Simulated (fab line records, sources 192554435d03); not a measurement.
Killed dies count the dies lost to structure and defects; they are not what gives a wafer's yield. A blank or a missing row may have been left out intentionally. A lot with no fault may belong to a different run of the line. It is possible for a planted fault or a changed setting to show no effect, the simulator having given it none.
fab line records / flow n5Finfet
record lots=12 wafers=36 lastDay=17
route steps=1938 shown BEOL_M9@1454
lots that met no fault: from a run of the same line without faults
startH: the number of hours between the record's first day and the start of the first shown wafer of the lot / waitH: hours since the lot's step before / " the same as in the row above / L1.1+2: a row that stands for several wafers / - value missing, or start not given / * or withheld: withheld / < > ~ a bound
route shown NAME@n: names a module that has steps shown in the file, with the first one's number in the route / usual: mean/standard deviation taken from wafers without a fault / same: alike in all rows / chamber/n: place in a boat / sites: the reading at each site / _std_site: the standard deviation of these / _edge_site: outer sites' mean less inner sites' / radiusMm: how far each site lies from the wafer's centre / mask NAME#n: copy n / behind: the tool/chamber that last shaped the wafer / hold: reason for holding the lot/hours on hold/outcome of the hold / device: which transistor (n, p or np) failed to switch / end of line: tests of these same wafers at the route's end / a step with no rows: only its recipe / killed: at the first sort, the dies lost to defects and structure; wafer yield is something else / map: dies across one wafer; x = killed, . = not, _ = none there
set.NAME: the setting the step ran with; set.NAME@STEP: the setting that earlier step ran with / model.NAME: the simulator's own value behind a step, which no gauge read
a sample of lots followed through the steps of the route, with each step as a table and each wafer as a row
services: a tool's chamber out of use, with start hour (startH, from the record's first day; less than 0 if before it), hours out, and reason
## steps
# step N5_BEOL_M9_CD_MEAS_35
# recipe targetCdNm=70 targetCdYNm=40 polarity=opening
# usual cdNm=70.0/0.53
lot.wafer=L879.2 tool=cdSem-02 chamber=- startH=211.21 waitH=0.0 cdNm=69.5
lot.wafer=L879.3 tool=cdSem-02 chamber=- startH=211.21 waitH=0.0 cdNm=69.7
lot.wafer=L879.4 tool=cdSem-02 chamber=- startH=211.21 waitH=0.0 cdNm=69.7
lot.wafer=L880.1 tool=cdSem-03 chamber=- startH=227.97 waitH=0.0 cdNm=70.5
lot.wafer=L880.4 tool=cdSem-03 chamber=- startH=227.97 waitH=0.0 cdNm=71.1
lot.wafer=L880.5 tool=cdSem-03 chamber=- startH=227.97 waitH=0.0 cdNm=70.7
lot.wafer=L884.1 tool=cdSem-01 chamber=- startH=230.67 waitH=0.0 cdNm=70.4
lot.wafer=L884.4 tool=cdSem-01 chamber=- startH=230.67 waitH=0.0 cdNm=70.4
lot.wafer=L884.6 tool=cdSem-01 chamber=- startH=230.67 waitH=0.0 cdNm=70.8
lot.wafer=L885.3 tool=cdSem-02 chamber=- startH=249.40 waitH=0.0 cdNm=70.2
lot.wafer=L885.4 tool=cdSem-02 chamber=- startH=249.40 waitH=0.0 cdNm=69.7
lot.wafer=L885.5 tool=cdSem-02 chamber=- startH=249.40 waitH=0.0 cdNm=69.9
lot.wafer=L886.3 tool=cdSem-03 chamber=- startH=260.30 waitH=0.0 cdNm=68.9
lot.wafer=L886.5 tool=cdSem-03 chamber=- startH=260.30 waitH=0.0 cdNm=69.6
lot.wafer=L886.6 tool=cdSem-03 chamber=- startH=260.30 waitH=0.0 cdNm=70.2
lot.wafer=L888.1 tool=cdSem-01 chamber=- startH=266.58 waitH=0.0 cdNm=69.2
lot.wafer=L888.4 tool=cdSem-01 chamber=- startH=266.58 waitH=0.0 cdNm=69.7
lot.wafer=L888.5 tool=cdSem-01 chamber=- startH=266.58 waitH=0.0 cdNm=70.5
lot.wafer=L890.3 tool=cdSem-02 chamber=- startH=279.04 waitH=0.0 cdNm=70.1
lot.wafer=L890.5 tool=cdSem-02 chamber=- startH=279.04 waitH=0.0 cdNm=69.4
lot.wafer=L890.6 tool=cdSem-02 chamber=- startH=279.04 waitH=0.0 cdNm=70.4
lot.wafer=L896.1 tool=cdSem-01 chamber=- startH=307.38 waitH=0.0 cdNm=69.5
lot.wafer=L896.2 tool=cdSem-01 chamber=- startH=307.38 waitH=0.0 cdNm=69.4
lot.wafer=L896.3 tool=cdSem-01 chamber=- startH=307.38 waitH=0.0 cdNm=70.1
lot.wafer=L898.1 tool=cdSem-03 chamber=- startH=320.30 waitH=0.0 cdNm=69.6
lot.wafer=L898.5 tool=cdSem-03 chamber=- startH=320.30 waitH=0.0 cdNm=70.3
lot.wafer=L898.6 tool=cdSem-03 chamber=- startH=320.30 waitH=0.0 cdNm=70.3
lot.wafer=L897.2 tool=cdSem-02 chamber=- startH=330.11 waitH=0.0 cdNm=69.4
lot.wafer=L897.4 tool=cdSem-02 chamber=- startH=330.11 waitH=0.0 cdNm=69.4
lot.wafer=L897.5 tool=cdSem-02 chamber=- startH=330.11 waitH=0.0 cdNm=69.4
lot.wafer=L899.1 tool=cdSem-03 chamber=- startH=343.11 waitH=0.0 cdNm=69.9
lot.wafer=L899.3 tool=cdSem-03 chamber=- startH=343.11 waitH=0.0 cdNm=70.4
lot.wafer=L899.4 tool=cdSem-03 chamber=- startH=343.11 waitH=0.0 cdNm=71.3
lot.wafer=L901.1 tool=cdSem-02 chamber=- startH=350.20 waitH=0.0 cdNm=70.8
lot.wafer=L901.3 tool=cdSem-02 chamber=- startH=350.20 waitH=0.0 cdNm=70.0
lot.wafer=L901.6 tool=cdSem-02 chamber=- startH=350.20 waitH=0.0 cdNm=71.0
# step N5_BEOL_M9_CURE_72
# recipe tempC=370 timeS=120 ambient=DMADMS/He material=SiCOH_lowk
# usual lampPowerPct=52.31/0.056 runLengthS=177.6/0.48 wafer_temp_C_max=371.5/0.53
lot.wafer=L879.2 tool=uvCure-03 chamber=0 startH=211.30 waitH=0.1 lampPowerPct=52.42 runLengthS=177.5 wafer_temp_C_max=372.1
lot.wafer=L879.3 tool=uvCure-03 chamber=0 startH=211.30 waitH=0.1 lampPowerPct=52.24 runLengthS=177.2 wafer_temp_C_max=372.1
lot.wafer=L879.4 tool=uvCure-03 chamber=0 startH=211.30 waitH=0.1 lampPowerPct=52.31 runLengthS=176.9 wafer_temp_C_max=371.8
lot.wafer=L880.1 tool=uvCure-02 chamber=2 startH=228.01 waitH=0.0 lampPowerPct=52.25 runLengthS=177.3 wafer_temp_C_max=371.1
lot.wafer=L880.4 tool=uvCure-02 chamber=2 startH=228.01 waitH=0.0 lampPowerPct=52.39 runLengthS=177.6 wafer_temp_C_max=371.5
lot.wafer=L880.5 tool=uvCure-02 chamber=2 startH=228.01 waitH=0.0 lampPowerPct=52.33 runLengthS=177.3 wafer_temp_C_max=370.9
lot.wafer=L884.1 tool=uvCure-01 chamber=0 startH=230.95 waitH=0.3 lampPowerPct=52.30 runLengthS=177.0 wafer_temp_C_max=371.3
lot.wafer=L884.4 tool=uvCure-01 chamber=0 startH=230.95 waitH=0.3 lampPowerPct=52.30 runLengthS=177.0 wafer_temp_C_max=370.9
lot.wafer=L884.6 tool=uvCure-01 chamber=0 startH=230.95 waitH=0.3 lampPowerPct=52.22 runLengthS=177.4 wafer_temp_C_max=371.2
lot.wafer=L885.3 tool=uvCure-01 chamber=2 startH=249.54 waitH=0.1 lampPowerPct=52.31 runLengthS=177.5 wafer_temp_C_max=372.0
lot.wafer=L885.4 tool=uvCure-01 chamber=2 startH=249.54 waitH=0.1 lampPowerPct=52.25 runLengthS=177.2 wafer_temp_C_max=372.0
lot.wafer=L885.5 tool=uvCure-01 chamber=2 startH=249.54 waitH=0.1 lampPowerPct=52.30 runLengthS=176.9 wafer_temp_C_max=371.7
lot.wafer=L886.3 tool=uvCure-02 chamber=1 startH=260.44 waitH=0.1 lampPowerPct=- runLengthS=- wafer_temp_C_max=-
lot.wafer=L886.5 tool=uvCure-02 chamber=1 startH=260.44 waitH=0.1 lampPowerPct=- runLengthS=- wafer_temp_C_max=-
lot.wafer=L886.6 tool=uvCure-02 chamber=1 startH=260.44 waitH=0.1 lampPowerPct=- runLengthS=- wafer_temp_C_max=-
lot.wafer=L888.1 tool=uvCure-01 chamber=1 startH=266.62 waitH=0.0 lampPowerPct=- runLengthS=- wafer_temp_C_max=-
lot.wafer=L888.4 tool=uvCure-01 chamber=1 startH=266.62 waitH=0.0 lampPowerPct=- runLengthS=- wafer_temp_C_max=-
lot.wafer=L888.5 tool=uvCure-01 chamber=1 startH=266.62 waitH=0.0 lampPowerPct=- runLengthS=- wafer_temp_C_max=-
lot.wafer=L890.3 tool=uvCure-01 chamber=0 startH=279.19 waitH=0.1 lampPowerPct=- runLengthS=- wafer_temp_C_max=-
lot.wafer=L890.5 tool=uvCure-01 chamber=0 startH=279.19 waitH=0.1 lampPowerPct=- runLengthS=- wafer_temp_C_max=-
lot.wafer=L890.6 tool=uvCure-01 chamber=0 startH=279.19 waitH=0.1 lampPowerPct=- runLengthS=- wafer_temp_C_max=-
lot.wafer=L896.1 tool=uvCure-02 chamber=2 startH=307.42 waitH=0.0 lampPowerPct=52.32 runLengthS=178.1 wafer_temp_C_max=371.9
lot.wafer=L896.2 tool=uvCure-02 chamber=2 startH=307.42 waitH=0.0 lampPowerPct=52.35 runLengthS=177.4 wafer_temp_C_max=371.8
lot.wafer=L896.3 tool=uvCure-02 chamber=2 startH=307.42 waitH=0.0 lampPowerPct=52.23 runLengthS=177.9 wafer_temp_C_max=372.0
lot.wafer=L898.1 tool=uvCure-02 chamber=1 startH=320.35 waitH=0.0 lampPowerPct=52.31 runLengthS=178.2 wafer_temp_C_max=371.4
lot.wafer=L898.5 tool=uvCure-02 chamber=1 startH=320.35 waitH=0.0 lampPowerPct=52.34 runLengthS=177.5 wafer_temp_C_max=372.0
lot.wafer=L898.6 tool=uvCure-02 chamber=1 startH=320.35 waitH=0.0 lampPowerPct=52.27 runLengthS=177.3 wafer_temp_C_max=371.4
lot.wafer=L897.2 tool=uvCure-01 chamber=1 startH=330.20 waitH=0.1 lampPowerPct=52.26 runLengthS=178.2 wafer_temp_C_max=370.9
lot.wafer=L897.4 tool=uvCure-01 chamber=1 startH=330.20 waitH=0.1 lampPowerPct=52.21 runLengthS=178.5 wafer_temp_C_max=370.7
lot.wafer=L897.5 tool=uvCure-01 chamber=1 startH=330.20 waitH=0.1 lampPowerPct=52.22 runLengthS=178.1 wafer_temp_C_max=370.9
lot.wafer=L899.1 tool=uvCure-03 chamber=2 startH=343.16 waitH=0.0 lampPowerPct=52.24 runLengthS=178.5 wafer_temp_C_max=371.4
lot.wafer=L899.3 tool=uvCure-03 chamber=2 startH=343.16 waitH=0.0 lampPowerPct=52.29 runLengthS=178.7 wafer_temp_C_max=372.4
lot.wafer=L899.4 tool=uvCure-03 chamber=2 startH=343.16 waitH=0.0 lampPowerPct=52.30 runLengthS=179.2 wafer_temp_C_max=371.8
lot.wafer=L901.1 tool=uvCure-01 chamber=0 startH=350.24 waitH=0.0 lampPowerPct=52.31 runLengthS=177.1 wafer_temp_C_max=370.9
lot.wafer=L901.3 tool=uvCure-01 chamber=0 startH=350.24 waitH=0.0 lampPowerPct=52.36 runLengthS=176.9 wafer_temp_C_max=370.8
lot.wafer=L901.6 tool=uvCure-01 chamber=0 startH=350.24 waitH=0.0 lampPowerPct=52.29 runLengthS=177.7 wafer_temp_C_max=371.7
# step N5_BEOL_M9_DEP_56
# recipe material=SiCN targetThkA=150 tempC=withheld precursor=3MS/NH3 pressureTorr=3 rfW=202 timeS=26.5
# usual rfFwdPowerW=199.4/0.93 showerheadPlenumPTorr=3.666/0.013 throttleValvePct=9.1/0.57
lot.wafer=L879.2 tool=pecvd-02 chamber=2 startH=215.46 waitH=0.0 rfFwdPowerW=199.0 showerheadPlenumPTorr=3.679 sinceWetCleanH=165 throttleValvePct=8.3
lot.wafer=L879.3 tool=pecvd-02 chamber=1 startH=215.46 waitH=0.0 rfFwdPowerW=198.4 showerheadPlenumPTorr=3.658 sinceWetCleanH=1644 throttleValvePct=9.3
lot.wafer=L879.4 tool=pecvd-02 chamber=0 startH=215.46 waitH=0.0 rfFwdPowerW=200.5 showerheadPlenumPTorr=3.634 sinceWetCleanH=- throttleValvePct=10.0
lot.wafer=L880.1 tool=pecvd-03 chamber=2 startH=230.16 waitH=0.0 rfFwdPowerW=199.9 showerheadPlenumPTorr=3.672 sinceWetCleanH=543 throttleValvePct=8.7
lot.wafer=L880.4 tool=pecvd-03 chamber=0 startH=230.16 waitH=0.0 rfFwdPowerW=200.4 showerheadPlenumPTorr=3.680 sinceWetCleanH=- throttleValvePct=8.9
lot.wafer=L880.5 tool=pecvd-03 chamber=2 startH=230.16 waitH=0.0 rfFwdPowerW=199.5 showerheadPlenumPTorr=3.667 sinceWetCleanH=- throttleValvePct=8.5
lot.wafer=L884.1 tool=pecvd-02 chamber=1 startH=233.55 waitH=0.0 rfFwdPowerW=198.3 showerheadPlenumPTorr=3.655 sinceWetCleanH=1662 throttleValvePct=9.7
lot.wafer=L884.4 tool=pecvd-02 chamber=0 startH=233.55 waitH=0.0 rfFwdPowerW=199.2 showerheadPlenumPTorr=3.638 sinceWetCleanH=- throttleValvePct=10.0
lot.wafer=L884.6 tool=pecvd-02 chamber=1 startH=233.55 waitH=0.0 rfFwdPowerW=199.1 showerheadPlenumPTorr=3.667 sinceWetCleanH=- throttleValvePct=9.8
lot.wafer=L885.3 tool=pecvd-01 chamber=2 startH=251.86 waitH=0.0 rfFwdPowerW=199.2 showerheadPlenumPTorr=3.666 sinceWetCleanH=383 throttleValvePct=8.7
lot.wafer=L885.4 tool=pecvd-01 chamber=2 startH=251.86 waitH=0.0 rfFwdPowerW=201.0 showerheadPlenumPTorr=3.666 sinceWetCleanH=- throttleValvePct=8.7
lot.wafer=L885.5 tool=pecvd-01 chamber=1 startH=251.86 waitH=0.0 rfFwdPowerW=197.4 showerheadPlenumPTorr=3.669 sinceWetCleanH=- throttleValvePct=8.9
lot.wafer=L886.3 tool=pecvd-02 chamber=2 startH=262.66 waitH=0.0 rfFwdPowerW=199.3 showerheadPlenumPTorr=3.671 sinceWetCleanH=212 throttleValvePct=8.5
lot.wafer=L886.5 tool=pecvd-02 chamber=1 startH=262.66 waitH=0.0 rfFwdPowerW=199.5 showerheadPlenumPTorr=3.654 sinceWetCleanH=- throttleValvePct=9.6
lot.wafer=L886.6 tool=pecvd-02 chamber=2 startH=262.66 waitH=0.0 rfFwdPowerW=199.9 showerheadPlenumPTorr=3.660 sinceWetCleanH=- throttleValvePct=8.4
lot.wafer=L888.1 tool=pecvd-02 chamber=1 startH=269.21 waitH=0.0 rfFwdPowerW=197.8 showerheadPlenumPTorr=3.657 sinceWetCleanH=1698 throttleValvePct=9.6
lot.wafer=L888.4 tool=pecvd-02 chamber=0 startH=269.21 waitH=0.0 rfFwdPowerW=199.0 showerheadPlenumPTorr=3.639 sinceWetCleanH=- throttleValvePct=10.0
lot.wafer=L888.5 tool=pecvd-02 chamber=1 startH=269.21 waitH=0.0 rfFwdPowerW=198.7 showerheadPlenumPTorr=3.664 sinceWetCleanH=- throttleValvePct=9.8
lot.wafer=L890.3 tool=pecvd-01 chamber=0 startH=281.62 waitH=0.0 rfFwdPowerW=200.2 showerheadPlenumPTorr=3.678 sinceWetCleanH=1167 throttleValvePct=9.5
lot.wafer=L890.5 tool=pecvd-01 chamber=0 startH=281.62 waitH=0.0 rfFwdPowerW=199.4 showerheadPlenumPTorr=3.671 sinceWetCleanH=- throttleValvePct=9.8
lot.wafer=L890.6 tool=pecvd-01 chamber=2 startH=281.62 waitH=0.0 rfFwdPowerW=199.3 showerheadPlenumPTorr=3.672 sinceWetCleanH=- throttleValvePct=8.5
lot.wafer=L896.1 tool=pecvd-02 chamber=0 startH=309.62 waitH=0.0 rfFwdPowerW=199.0 showerheadPlenumPTorr=3.639 sinceWetCleanH=1014 throttleValvePct=10.1
lot.wafer=L896.2 tool=pecvd-02 chamber=2 startH=309.62 waitH=0.0 rfFwdPowerW=198.9 showerheadPlenumPTorr=3.683 sinceWetCleanH=259 throttleValvePct=8.4
lot.wafer=L896.3 tool=pecvd-02 chamber=1 startH=309.62 waitH=0.0 rfFwdPowerW=199.0 showerheadPlenumPTorr=3.658 sinceWetCleanH=1739 throttleValvePct=9.8
lot.wafer=L898.1 tool=pecvd-03 chamber=0 startH=322.80 waitH=0.0 rfFwdPowerW=200.7 showerheadPlenumPTorr=3.685 sinceWetCleanH=1389 throttleValvePct=8.5
lot.wafer=L898.5 tool=pecvd-03 chamber=0 startH=322.80 waitH=0.0 rfFwdPowerW=199.9 showerheadPlenumPTorr=3.676 sinceWetCleanH=- throttleValvePct=8.5
lot.wafer=L898.6 tool=pecvd-03 chamber=1 startH=322.80 waitH=0.0 rfFwdPowerW=199.9 showerheadPlenumPTorr=3.683 sinceWetCleanH=- throttleValvePct=9.0
lot.wafer=L897.2 tool=pecvd-02 chamber=0 startH=332.86 waitH=0.0 rfFwdPowerW=198.6 showerheadPlenumPTorr=3.631 sinceWetCleanH=1037 throttleValvePct=9.9
lot.wafer=L897.4 tool=pecvd-02 chamber=0 startH=332.86 waitH=0.0 rfFwdPowerW=198.9 showerheadPlenumPTorr=3.639 sinceWetCleanH=- throttleValvePct=10.1
lot.wafer=L897.5 tool=pecvd-02 chamber=1 startH=332.86 waitH=0.0 rfFwdPowerW=198.7 showerheadPlenumPTorr=3.653 sinceWetCleanH=- throttleValvePct=9.7
lot.wafer=L899.1 tool=pecvd-01 chamber=2 startH=346.17 waitH=0.0 rfFwdPowerW=199.9 showerheadPlenumPTorr=3.676 sinceWetCleanH=477 throttleValvePct=8.7
lot.wafer=L899.3 tool=pecvd-01 chamber=0 startH=346.17 waitH=0.0 rfFwdPowerW=199.9 showerheadPlenumPTorr=3.676 sinceWetCleanH=1231 throttleValvePct=9.6
lot.wafer=L899.4 tool=pecvd-01 chamber=1 startH=346.17 waitH=0.0 rfFwdPowerW=198.4 showerheadPlenumPTorr=3.671 sinceWetCleanH=- throttleValvePct=8.9
lot.wafer=L901.1 tool=pecvd-01 chamber=2 startH=354.40 waitH=0.0 rfFwdPowerW=201.0 showerheadPlenumPTorr=3.660 sinceWetCleanH=486 throttleValvePct=8.8
lot.wafer=L901.3 tool=pecvd-01 chamber=1 startH=354.40 waitH=0.0 rfFwdPowerW=198.9 showerheadPlenumPTorr=3.675 sinceWetCleanH=1965 throttleValvePct=8.9
lot.wafer=L901.6 tool=pecvd-01 chamber=2 startH=354.40 waitH=0.0 rfFwdPowerW=200.3 showerheadPlenumPTorr=3.661 sinceWetCleanH=- throttleValvePct=8.6
# step N5_BEOL_M9_INSPECT_58
# recipe inspectInstrument=darkfield mode=postDep
# usual rawDefectCount=71/21
lot.wafer=L879.2 tool=defectInspect-02 chamber=- startH=215.56 waitH=0.0 rawDefectCount=49
lot.wafer=L879.3 tool=defectInspect-02 chamber=- startH=215.56 waitH=0.0 rawDefectCount=48
lot.wafer=L879.4 tool=defectInspect-02 chamber=- startH=215.56 waitH=0.0 rawDefectCount=80
lot.wafer=L880.1 tool=defectInspect-01 chamber=- startH=230.27 waitH=0.0 rawDefectCount=82
lot.wafer=L880.4 tool=defectInspect-01 chamber=- startH=230.27 waitH=0.0 rawDefectCount=52
lot.wafer=L880.5 tool=defectInspect-01 chamber=- startH=230.27 waitH=0.0 rawDefectCount=88
lot.wafer=L884.1 tool=defectInspect-01 chamber=- startH=233.65 waitH=0.0 rawDefectCount=65
lot.wafer=L884.4 tool=defectInspect-01 chamber=- startH=233.65 waitH=0.0 rawDefectCount=69
lot.wafer=L884.6 tool=defectInspect-01 chamber=- startH=233.65 waitH=0.0 rawDefectCount=67
lot.wafer=L885.3 tool=defectInspect-01 chamber=- startH=251.96 waitH=0.0 rawDefectCount=90
lot.wafer=L885.4 tool=defectInspect-01 chamber=- startH=251.96 waitH=0.0 rawDefectCount=116
lot.wafer=L885.5 tool=defectInspect-01 chamber=- startH=251.96 waitH=0.0 rawDefectCount=59
lot.wafer=L886.3 tool=defectInspect-01 chamber=- startH=262.76 waitH=0.0 rawDefectCount=79
lot.wafer=L886.5 tool=defectInspect-01 chamber=- startH=262.76 waitH=0.0 rawDefectCount=63
lot.wafer=L886.6 tool=defectInspect-01 chamber=- startH=262.76 waitH=0.0 rawDefectCount=36
lot.wafer=L888.1 tool=defectInspect-01 chamber=- startH=269.31 waitH=0.0 rawDefectCount=41
lot.wafer=L888.4 tool=defectInspect-01 chamber=- startH=269.31 waitH=0.0 rawDefectCount=68
lot.wafer=L888.5 tool=defectInspect-01 chamber=- startH=269.31 waitH=0.0 rawDefectCount=49
lot.wafer=L890.3 tool=defectInspect-01 chamber=- startH=281.72 waitH=0.0 rawDefectCount=62
lot.wafer=L890.5 tool=defectInspect-01 chamber=- startH=281.72 waitH=0.0 rawDefectCount=76
lot.wafer=L890.6 tool=defectInspect-01 chamber=- startH=281.72 waitH=0.0 rawDefectCount=70
lot.wafer=L896.1 tool=defectInspect-01 chamber=- startH=309.72 waitH=0.0 rawDefectCount=83
lot.wafer=L896.2 tool=defectInspect-01 chamber=- startH=309.72 waitH=0.0 rawDefectCount=49
lot.wafer=L896.3 tool=defectInspect-01 chamber=- startH=309.72 waitH=0.0 rawDefectCount=71
lot.wafer=L898.1 tool=defectInspect-02 chamber=- startH=323.01 waitH=0.1 rawDefectCount=52
lot.wafer=L898.5 tool=defectInspect-02 chamber=- startH=323.01 waitH=0.1 rawDefectCount=70
lot.wafer=L898.6 tool=defectInspect-02 chamber=- startH=323.01 waitH=0.1 rawDefectCount=79
lot.wafer=L897.2 tool=defectInspect-02 chamber=- startH=332.96 waitH=0.0 rawDefectCount=75
lot.wafer=L897.4 tool=defectInspect-02 chamber=- startH=332.96 waitH=0.0 rawDefectCount=98
lot.wafer=L897.5 tool=defectInspect-02 chamber=- startH=332.96 waitH=0.0 rawDefectCount=92
lot.wafer=L899.1 tool=defectInspect-01 chamber=- startH=346.27 waitH=0.0 rawDefectCount=31
lot.wafer=L899.3 tool=defectInspect-01 chamber=- startH=346.27 waitH=0.0 rawDefectCount=72
lot.wafer=L899.4 tool=defectInspect-01 chamber=- startH=346.27 waitH=0.0 rawDefectCount=56
lot.wafer=L901.1 tool=defectInspect-02 chamber=- startH=354.50 waitH=0.0 rawDefectCount=55
lot.wafer=L901.3 tool=defectInspect-02 chamber=- startH=354.50 waitH=0.0 rawDefectCount=45
lot.wafer=L901.6 tool=defectInspect-02 chamber=- startH=354.50 waitH=0.0 rawDefectCount=77
## services
tool=pecvd-02 chamber=- startH=189.03 hours=6.0 kind=pm
tool=pecvd-03 chamber=0 startH=199.89 hours=3.5 kind=repair
tool=uvCure-01 chamber=- startH=208.68 hours=7.5 kind=pm
tool=pecvd-01 chamber=2 startH=240.38 hours=2.1 kind=scheduledDown
tool=uvCure-02 chamber=- startH=241.33 hours=2.1 kind=pm
tool=uvCure-02 chamber=- startH=263.19 hours=7.3 kind=repair
tool=pecvd-03 chamber=- startH=268.76 hours=0.7 kind=repair
tool=pecvd-03 chamber=- startH=270.53 hours=0.7 kind=repair
tool=pecvd-03 chamber=2 startH=273.06 hours=3.7 kind=repair
tool=pecvd-02 chamber=2 startH=273.24 hours=6.8 kind=repair
tool=uvCure-02 chamber=- startH=277.47 hours=6.0 kind=pm
tool=pecvd-01 chamber=1 startH=289.93 hours=18.0 kind=repair
tool=pecvd-01 chamber=0 startH=293.05 hours=6.1 kind=repair
tool=pecvd-03 chamber=- startH=307.08 hours=2.8 kind=pm
tool=pecvd-03 chamber=0 startH=315.04 hours=5.0 kind=scheduledDown
tool=pecvd-01 chamber=2 startH=315.64 hours=3.9 kind=repair
tool=pecvd-01 chamber=- startH=318.23 hours=0.4 kind=repair
tool=pecvd-01 chamber=2 startH=320.63 hours=5.5 kind=scheduledDown
tool=uvCure-02 chamber=- startH=330.51 hours=7.5 kind=pm
tool=uvCure-01 chamber=- startH=338.37 hours=2.1 kind=pm
tool=uvCure-03 chamber=- startH=344.14 hours=0.3 kind=repair
tool=pecvd-03 chamber=2 startH=345.36 hours=5.5 kind=scheduledDown
## key
firstSign step=N5_BEOL_M9_CURE_72 reading=toolRecord direction=missing
effect none on later readings
metAt N5_BEOL_M9_CURE_72
struckLots L886,L888,L890
notActingAt N5_BEOL_M9_CD_MEAS_35,N5_BEOL_M9_DEP_56,N5_BEOL_M9_INSPECT_58
onsetBetween 249.54 260.44
fault kind=skippedStepWhole tool=uvCure-01,uvCure-02 chamber=- onsetH=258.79 steps=N5_BEOL_M9_CURE_72 scope=struckLotsOnly
